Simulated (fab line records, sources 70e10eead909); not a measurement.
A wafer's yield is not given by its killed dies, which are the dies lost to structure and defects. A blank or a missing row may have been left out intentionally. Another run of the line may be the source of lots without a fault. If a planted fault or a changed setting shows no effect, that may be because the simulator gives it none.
A struck lot beside a sound one || flow nand-harc || 14 out of 1302 route steps
Sound: these wafers, L384.1, L384.2, L384.4. Wafers L383.1, L383.5, L383.6 were the ones struck. At the end, the cause is stated.
Per side, at each step with rows, come the tool, then ch with its chambers, and then its first start. Under that, the readings that differ: sound wafers || struck wafers || difference of the means || sigmas: that difference in standard deviations of wafers without a fault.
alike: readings whose means differ by less than 2 such deviations, and words and numbers that are the same on both sides. not compared: withheld readings, readings that some wafer has no value for, bounds like >300 that may hide the same value, and numbers for which the record gives no deviation and whose values overlap.
The two part at a step that has a row with sigmas, a row that says differs or no value, or rows on one side only. Numbers that have no deviation but don't overlap get no sigmas and don't part them. A reading missing from all wafers of one side parts the sides only when that side holds two or more wafers.

NHARC_A_WL_FILL_STRIP_27: strips in N2/H2, time 20 s.
  sound on plasma-asher-01 ch 0,1, day 24 13:56; struck on plasma-asher-01 ch 0,1, day 24 02:50
  alike: drypump-motor-current-A, heater-power-w
  not compared: rf-hours-counter-h
then, 4 steps without rows for these wafers: NHARC_A_WL_FILL_STRIP_28 (strips in post etch residue remover, time 1200 s); NHARC_A_WL_FILL_PRECLEAN_06 (cleans in DIW, time 300 s); NHARC_A_WL_FILL_SRD_07; NHARC_A_WL_FILL_ANNEAL_08 (time 1800 s).
NHARC_A_WL_FILL_ALD_10: deposits SiO2, target thk 50 nm, pulse time 10 s, ald cycles 500.
  sound on ald-hk-01 ch 1,2,3, day 24 19:07; struck on ald-hk-01 ch 1,2, day 24 10:55
  alike: heater-power-w, precursor-pulse-height-rel
NHARC_A_WL_FILL_ETCHBACK_16: etches the open film in C4F8/O2/Ar, target depth 120 nm, time 24 s.
  sound: rie-diel-11 ch 0,1,2; struck: rie-diel-08 ch 0,1,3
  alike: oes-product-au, rf-vpp-V
  not compared: rf-hours-counter-h
NHARC_A_WL_FILL_STRIP_29: strips in O2, time 20 s.
  sound on rie-diel-11 ch 0,2,3, day 24 23:49; struck on rie-diel-08 ch 0,2,3, day 24 15:40
  alike: drypump-motor-current-A, oes-product-au, rf-vpp-V, showerhead-plenum-p-Torr, throttle-valve-pct
  not compared: rf-hours-counter-h
NHARC_A_WL_FILL_ETCHBACK_17: etches the open film in Cl2/BCl3, target depth 4 nm, time 26.7 s.
  sound on rie-metal-02 ch 0,1, day 24 23:54; struck on rie-metal-03 ch 0,1, day 24 15:46
  alike: drypump-motor-current-A, oes-product-au
  not compared: rf-hours-counter-h
then, 2 steps without rows for these wafers: NHARC_A_WL_FILL_PRECLEAN_18 (cleans in dHF, time 30 s); NHARC_A_WL_FILL_SRD_21.
NHARC_A_WL_FILL_CVD_23: deposits poly-Si, target thk 40 nm, time 800 s.
  sound on lpcvd-poly-03 ch 0, day 25 02:28; struck on lpcvd-poly-02 ch 0, day 26 02:07
  alike: spike-tc-centre-C, spike-tc-top-C, zone-power-lower-pct
then, 1 step without rows for these wafers: NHARC_A_WL_FILL_ETCHBACK_26 (etches the open film in HBr, target depth 52 nm, time 13.3 s).
-- record jumps: 3 days between struck wafers' starts before vs after; left off in module A_WL_FILL, resumes in module END, first step shown is number 1302 of the route --
NHARC_END_SORT_01:
  the record has rows for the struck wafers here (prober-02 ch 0, day 29 12:49) and none for the sound ones

WHERE THEY PART
At NHARC_END_SORT_01 and nowhere else, as far as this record goes.

WHY: what had been put in by the simulator
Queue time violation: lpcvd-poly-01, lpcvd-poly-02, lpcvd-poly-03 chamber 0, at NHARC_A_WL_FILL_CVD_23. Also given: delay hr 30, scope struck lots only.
